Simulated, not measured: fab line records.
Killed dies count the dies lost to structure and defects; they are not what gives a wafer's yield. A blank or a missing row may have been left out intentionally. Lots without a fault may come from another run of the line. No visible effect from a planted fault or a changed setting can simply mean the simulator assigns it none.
fab line records	flow n5Finfet
record lots=5	wafers=15	lastDay=21
route steps=1938 shown SDB@349 BEOL_M4@1111 PASSIVATION@1936
lots that met no fault: taken from a fault-free run of the same line
startH: the number of hours between the record's first day and the start of the first shown wafer of the lot	waitH: how many hours have passed since the lot's step before this one	" same as the row above	L1.1+2: several wafers, shown together as one row	- either no value or no given start	* or withheld: withheld	< > ~ a bound
route shown NAME@n: NAME is a module with steps in the file, n the number in the route of the first one	usual: the fault-free wafers' mean and standard deviation	same: alike in all rows	chamber/n: place in a boat	sites: each site's reading	_std_site: standard deviation across them	_edge_site: outer sites' mean less inner sites'	radiusMm: for every site, how far away it sits from the centre of the wafer	mask NAME#n: copy n	behind: the tool/chamber that last shaped the wafer	hold: the reason the lot was held/the length of the hold in hours/how it ended	device: whichever transistor did not switch (one of n, p or np)	end of line: the route-end tests of the same wafers	a step with no rows: only its recipe	killed: dies that structure and defects cost at the first sort, which is not the same as the wafer's yield	map: the dies of a wafer, with x for killed, . for not killed, _ for no die there
set.NAME: the setting that was run; set.NAME@STEP: the one run at that earlier step	model.NAME: the simulator's own value behind a step, which no gauge read
lots at selected steps of the route; one table per step, one row per wafer
services: when a tool's chamber went out of use (startH, in hours from the record's first day, below 0 if earlier), for how many hours, and the reason
## steps
# step N5_SDB_COAT_04
# recipe resist=SiARC	tempC=220	timeS=60	spinRpm=1500	resistThkNm=18
# step N5_SDB_COAT_05
# recipe resist=CAR-ArF	spinRpm=1500	resistThkNm=90
# step N5_SDB_EBR_07
# recipe solvent=PGMEA	ebrWidthMm=1.5
# step N5_SDB_SOFTBAKE_06
# recipe tempC=110	timeS=60	resist=CAR-ArF
# step N5_SDB_EXPOSE_08
# recipe maskId=SDB	na=1.35	sourceShape=conventional	sigmaOuter=0.5	polarization=unpolarized	doseMj=49.6
# step N5_SDB_PEB_09
# recipe pebTempC=withheld	pebTimeS=60	resist=CAR-ArF
# step N5_SDB_DEVELOP_10
# recipe developTimeS=30	developer=TMAH	resist=CAR-ArF	rinseLiquid=diw	dry=airSpin	devTempC=23
# step N5_SDB_CD_MEAS_11
# recipe targetCdNm=50	landingEnergyEv=500	detector=seInlens	polarity=opening
# usual cdNm=49.6/1.6
lot.wafer	tool	chamber	startH	waitH	cdNm
L963.1	cdSem-02	0	108.17	-	49.5
L963.2	"	0	"	"	48.3
L963.4	"	0	"	"	48.7
L964.1	cdSem-01	0	111.28	-	51.9
L964.2	"	0	"	"	52.4
L964.5	"	0	"	"	50.5
L970.1	cdSem-03	0	147.57	-	50.0
L970.3	"	0	"	"	50.2
L970.4	"	0	"	"	51.2
L972.1	cdSem-03	0	162.72	-	49.1
L972.2	"	0	"	"	48.7
L972.5	"	0	"	"	48.1
L977.3	cdSem-03	0	193.53	-	48.1
L977.4	"	0	"	"	52.3
L977.5	"	0	"	"	48.9
# step N5_SDB_OVL_MEAS_12
# recipe pointsPerWafer=44
# usual SDB_OVL=0.0/0.69
lot.wafer	tool	chamber	startH	waitH	SDB_OVL[nm]
L963.1	overlay-02	0	108.20	0.0	-0.2
L963.2	"	0	"	"	0.3
L963.4	"	0	"	"	0.6
L964.1	overlay-02	0	111.31	0.0	1.0
L964.2	"	0	"	"	1.1
L964.5	"	0	"	"	0.9
L970.1	overlay-01	0	147.60	0.0	0.8
L970.3	"	0	"	"	0.2
L970.4	"	0	"	"	0.6
L972.1	overlay-02	0	162.75	0.0	0.3
L972.2	"	0	"	"	1.2
L972.5	"	0	"	"	0.6
L977.3	overlay-01	0	193.56	0.0	-0.4
L977.4	"	0	"	"	-0.3
L977.5	"	0	"	"	-0.7
# step N5_SDB_INSPECT_13
# recipe mode=adi	inspectInstrument=brightfield
# usual rawDefectCount=75/30
lot.wafer	tool	chamber	startH	waitH	rawDefectCount
L963.1	defectInspect-01	-	108.22	0.0	63
L963.2	"	-	"	"	55
L963.4	"	-	"	"	68
L964.1	defectInspect-01	-	111.33	0.0	80
L964.2	"	-	"	"	136
L964.5	"	-	"	"	86
L970.1	defectInspect-02	-	147.63	0.0	67
L970.3	"	-	"	"	53
L970.4	"	-	"	"	80
L972.1	defectInspect-02	-	162.78	0.0	41
L972.2	"	-	"	"	66
L972.5	"	-	"	"	105
L977.3	defectInspect-02	-	193.59	0.0	55
L977.4	"	-	"	"	57
L977.5	"	-	"	"	29
# step N5_SDB_DESCUM_16
# recipe chemistry=O2	timeS=7.9	sourcePowerW=50	biasPowerW=20	pressureMtorr=20	rfFrequencyHz=2.712e+07	tempC=40	resist=CAR-ArF	o2FlowSccm=225
# usual drypumpMotorCurrentA=5.69/0.2	oesProductAu=0.77/0.07	rfVppV=243.3/1.3	showerheadPlenumPTorr=2.09/0.066	throttleValvePct=20.48/0.24
lot.wafer	tool	chamber	startH	waitH	drypumpMotorCurrentA	oesProductAu	rfHoursCounterH	rfVppV	showerheadPlenumPTorr	throttleValvePct
L963.1	rieDiel-03	0	108.26	0.0	5.53	0.73	178	244.0	2.09	20.55
L963.2	"	1	"	"	5.75	0.81	86	242.1	2.03	20.66
L963.4	"	0	"	"	5.51	0.72	-	243.9	2.09	20.55
L964.1	rieDiel-01	2	111.37	0.0	5.64	0.77	135	241.9	2.09	20.75
L964.2	"	0	"	"	5.73	0.86	65	242.1	2.02	20.23
L964.5	"	2	"	"	5.62	0.77	-	244.4	2.09	20.76
L970.1	rieDiel-01	2	147.66	0.0	5.62	0.77	146	242.3	2.09	20.76
L970.3	"	3	"	"	5.85	0.68	232	242.8	2.04	20.22
L970.4	"	1	"	"	5.53	0.86	52	246.2	2.18	20.28
L972.1	rieDiel-03	0	163.02	0.2	5.52	0.71	193	242.1	2.09	20.55
L972.2	"	3	"	"	5.67	0.80	119	242.1	1.98	20.07
L972.5	"	2	"	"	5.96	0.75	-	244.2	2.16	20.39
L977.3	rieDiel-03	0	193.62	0.0	5.52	0.69	206	242.7	2.08	20.59
L977.4	"	3	"	"	5.67	0.78	132	241.7	1.97	20.09
L977.5	"	3	"	"	5.67	0.79	-	241.0	1.97	20.10
# step N5_SDB_ETCH_17
# recipe chemistry=CF4	target=SiARC	targetDepthA=234	maskMaterial=CAR-ArF	timeS=39	ionEnergyEv=80	pressureMtorr=40	sourceW=545	biasW=36	Ar_flow_sccm=100	cf4FlowSccm=100	ends=cleared
# usual drypumpMotorCurrentA=5.69/0.19	etchRfOnTimeS=39.2/1.4	oesProductAu=0.66/0.061	rfVppV=184.2/1.1	showerheadPlenumPTorr=2.14/0.064	throttleValvePct=15.67/0.15
lot.wafer	tool	chamber	startH	waitH	drypumpMotorCurrentA	etchRfOnTimeS	oesProductAu	rfHoursCounterH	rfVppV	showerheadPlenumPTorr	throttleValvePct
L963.1	rieDiel-03	0	108.29	0.0	5.54	37.1	0.63	178	184.8	2.12	15.60
L963.2	"	1	"	"	5.77	38.3	0.71	86	184.6	2.07	15.64
L963.4	"	0	"	"	5.51	37.1	0.63	-	183.3	2.12	15.60
L964.1	rieDiel-01	2	111.40	0.0	5.63	41.6	0.64	136	183.3	2.15	15.93
L964.2	"	0	"	"	5.73	38.3	0.74	65	182.8	2.09	15.51
L964.5	"	2	"	"	5.63	41.7	0.64	-	184.7	2.15	15.96
L970.1	rieDiel-01	2	147.70	0.0	5.66	40.7	0.64	146	182.5	2.14	15.98
L970.3	"	3	"	"	5.89	40.8	0.58	232	182.1	2.13	15.69
L970.4	"	1	"	"	5.54	38.9	0.74	52	185.0	2.26	15.57
L972.1	rieDiel-03	0	163.06	0.0	5.52	38.0	0.61	193	183.4	2.12	15.64
L972.2	"	3	"	"	5.69	40.3	0.68	119	182.1	2.07	15.54
L972.5	"	2	"	"	5.93	40.3	0.63	-	186.0	2.21	15.64
L977.3	rieDiel-03	0	193.65	0.0	5.51	38.3	0.60	206	184.1	2.12	15.66
L977.4	"	3	"	"	5.66	40.3	0.67	132	183.2	2.06	15.56
L977.5	"	3	"	"	5.65	40.9	0.67	-	183.0	2.06	15.56
# step N5_SDB_ETCH_18
# recipe chemistry=N2/H2	target=SOC	targetDepthA=1000	overetchA=200	maskMaterial=SiARC	tempC=40	timeS=150	ionEnergyEv=200	pressureMtorr=30	sourceW=840	biasW=150	n2FlowSccm=200	h2FlowSccm=200
# usual drypumpMotorCurrentA=5.70/0.2	oesProductAu=0.70/0.058	rfVppV=524.0/2.4	showerheadPlenumPTorr=2.54/0.086	throttleValvePct=17.89/0.21
lot.wafer	tool	chamber	startH	waitH	drypumpMotorCurrentA	oesProductAu	rfHoursCounterH	rfVppV	showerheadPlenumPTorr	throttleValvePct	model.SiARC_of_SDB_COAT_04.thkNm
L963.1	rieDiel-03	0	108.33	0.0	5.53	0.64	178	524.1	2.51	17.71	12.6
L963.2	"	1	"	"	5.81	0.74	86	522.1	2.45	17.88	12.8
L963.4	"	0	"	"	5.51	0.65	-	524.5	2.51	17.69	12.6
L964.1	rieDiel-01	2	111.44	0.0	5.63	0.69	136	524.9	2.56	18.28	12.8
L964.2	"	0	"	"	5.76	0.77	65	522.7	2.48	17.72	13
L964.5	"	2	"	"	5.62	0.69	-	523.4	2.56	18.27	13
L970.1	rieDiel-01	2	147.73	0.0	5.64	0.69	146	523.7	2.55	18.31	11.2
L970.3	"	3	"	"	5.87	0.63	232	523.0	2.51	17.87	12.8
L970.4	"	1	"	"	5.54	0.78	52	528.5	2.69	17.86	10.6
L972.1	rieDiel-03	0	163.09	0.0	5.52	0.64	193	523.4	2.50	17.74	12.8
L972.2	"	3	"	"	5.66	0.73	119	520.7	2.42	17.54	13
L972.5	"	2	"	"	5.94	0.68	-	527.1	2.64	17.83	13
L977.3	rieDiel-03	0	193.69	0.0	5.55	0.63	206	524.0	2.49	17.76	13
L977.4	"	3	"	"	5.65	0.71	132	520.8	2.42	17.57	13.2
L977.5	"	3	"	"	5.62	0.70	-	521.3	2.42	17.56	13
# step N5_SDB_STRIP_19
# recipe chemistry=N2/H2	tempC=40	n2FlowSccm=200	h2FlowSccm=200	rfFrequencyHz=6e+07
# step N5_BEOL_M4_RC_MEAS_101
# usual DIBL_N=36.1/2.3	DIBL_P=36/3.2	IOFF_N=0.16/0.045	IOFF_P=0.21/0.049	ION_N=674/14	ION_P=462/8.4	SS_N=71.6/0.83	SS_P=73.2/0.87	VT_N=249/3.8	VT_P=-250/3.4
lot.wafer	tool	chamber	startH	waitH	DIBL_N[mV/V]	DIBL_P[mV/V]	IOFF_N[nA/um]	IOFF_P[nA/um]	ION_N[uA/um]	ION_P[uA/um]	SS_N[mV/dec]	SS_P[mV/dec]	VT_N[mV]	VT_P[mV]
L964.1	prober-02	0	286.55	0.0	33.5	32	0.11	0.14	664	453	70.6	72.3	254	-257
L964.2	"	0	"	"	39.3	38	0.19	0.22	673	456	73.2	73.2	249	-252
L964.5	"	0	"	"	37.1	37	0.16	0.20	669	461	71.9	73.6	250	-252
L963.1	prober-02	0	310.74	0.0	41.7	42	0.29	0.30	681	461	73.6	75.0	245	-248
L963.2	"	0	"	"	37.4	38	0.19	0.23	692	471	71.7	74.3	245	-251
L963.4	"	0	"	"	38.4	39	0.21	0.24	676	456	72.8	74.8	247	-251
L972.1	prober-01	0	329.43	0.0	38.8	39	0.21	0.25	685	463	72.1	74.5	247	-249
L972.2	"	0	"	"	36.9	37	0.18	0.22	684	468	71.4	73.0	245	-251
L972.5	"	0	"	"	35.9	35	0.16	0.19	676	459	71.5	73.4	249	-253
L970.1	prober-02	0	347.66	0.0	37.6	39	0.17	0.29	661	465	71.7	74.3	250	-246
L970.3	"	0	"	"	35.5	33	0.13	0.18	664	458	71.2	72.5	253	-253
L970.4	"	0	"	"	34.3	30	0.10	0.13	633	437	71.1	72.3	259	-259
L977.3	prober-02	0	389.14	0.3	34.9	37	0.16	0.24	673	466	71.2	73.5	247	-246
L977.4	"	0	"	"	33.5	35	0.15	0.21	674	465	71.0	72.2	247	-249
L977.5	"	0	"	"	39.4	42	0.26	0.34	691	476	72.0	74.5	243	-242
# step N5_PASSIVATION_PROBE_49
# usual defectLimitedYield=90.9/1.6	killed_at_M0_to_M3=37/11	killed_at_M4_up=15/5.6	killedAtContacts=13/6.4	killedAtFrontEnd=39/11	killedAtOther=4/3.1	killedDies=107/19	killedOpen=71/14	killedShort=34/7.8	sort_bin_4_leakage=0.01/0.053	sort_bin_5_function=5.3/1	sort_bin_6_memory=3.4/0.72	sort_bin_8_speed=0.0/0.42	sortNPass=1072/20	sortYieldPct=90.9/1.7
# same grossDies=1180	killedAtBackSide=0
lot.wafer	tool	chamber	startH	waitH	defectLimitedYield[%]	killed_at_M0_to_M3	killed_at_M4_up	killedAtContacts	killedAtFrontEnd	killedAtOther	killedDies	killedOpen	killedShort	sort_bin_4_leakage[%]	sort_bin_5_function[%]	sort_bin_6_memory[%]	sort_bin_8_speed[%]	sortNPass	sortYieldPct[%]
L964.1	prober-01	-	406.22	0.0	90.1	38	8	12	56	3	117	85	30	0	6.3	3.5	0	1063	90.1
L964.2	prober-01	-	406.27	0.1	91.1	36	8	11	46	4	105	63	41	0	5.5	3.0	0	1075	91.1
L964.5	prober-01	-	406.42	0.2	88.7	47	14	9	49	14	133	95	36	0	6.4	4.4	0	1047	88.7
# killed by level:class
L964.1 STI_FIN_REVEAL:geometricParticle:open=17 FIN_SAQP:geometricParticle:open=11 BEOL_M1:geometricParticle:open=10 BEOL_M3:geometricParticle:open=9 MOL_CONTACT_COAG:geometricParticle:open=8 BEOL_M2:geometricParticle:open=6 FIN_SAQP:geometricParticle:short=5 GATE_CUT:geometricParticle:short=5
L964.2 FIN_SAQP:geometricParticle:open=14 BEOL_M3:geometricParticle:open=9 MOL_CONTACT_COAG:geometricParticle:open=8 GATE_CUT:geometricParticle:short=6 BEOL_M0_SAQP:geometricParticle:open=6 STARTING-WAFER:geometricParticle:short=6 BEOL_M1:geometricParticle:open=5 BEOL_M4:geometricParticle:open=5
L964.5 STI_FIN_REVEAL:geometricParticle:open=16 FIN_SAQP:geometricParticle:open=15 BEOL_M3:geometricParticle:open=14 BEOL_M0_SAQP:geometricParticle:open=9 MOL_CONTACT_COAG:geometricParticle:open=8 BEOL_M0_SAQP:geometricParticle:short=6 BEOL_M0:geometricParticle:open=6 BEOL_M4:geometricParticle:open=6
## services
tool	chamber	startH	hours	kind
rieDiel-01	-	114.20	2.8	pm
rieDiel-03	2	115.16	18.1	repair
rieDiel-01	3	191.56	-	clean
rieDiel-01	3	191.56	-	consumableReplace:focusRing
rieDiel-01	3	191.56	22.6	scheduledDown
rieDiel-01	3	191.56	22.6	ventCycle
## key
firstSign none at tools or gauges
modelEffect step=N5_SDB_ETCH_18	value=SiARC_of_SDB_COAT_04.thkNm	without=12.6	struck=10.9
metAt N5_SDB_ETCH_18
struckWafers L970.1,L970.4
onsetBetween 111.44 147.73
fault kind=processParameterDrift	tool=rieDiel-01	chamber=-	onsetH=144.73	steps=N5_SDB_ETCH_18	channel=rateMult	offset=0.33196	shape=step	endH=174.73	scope=struckWafersOnly
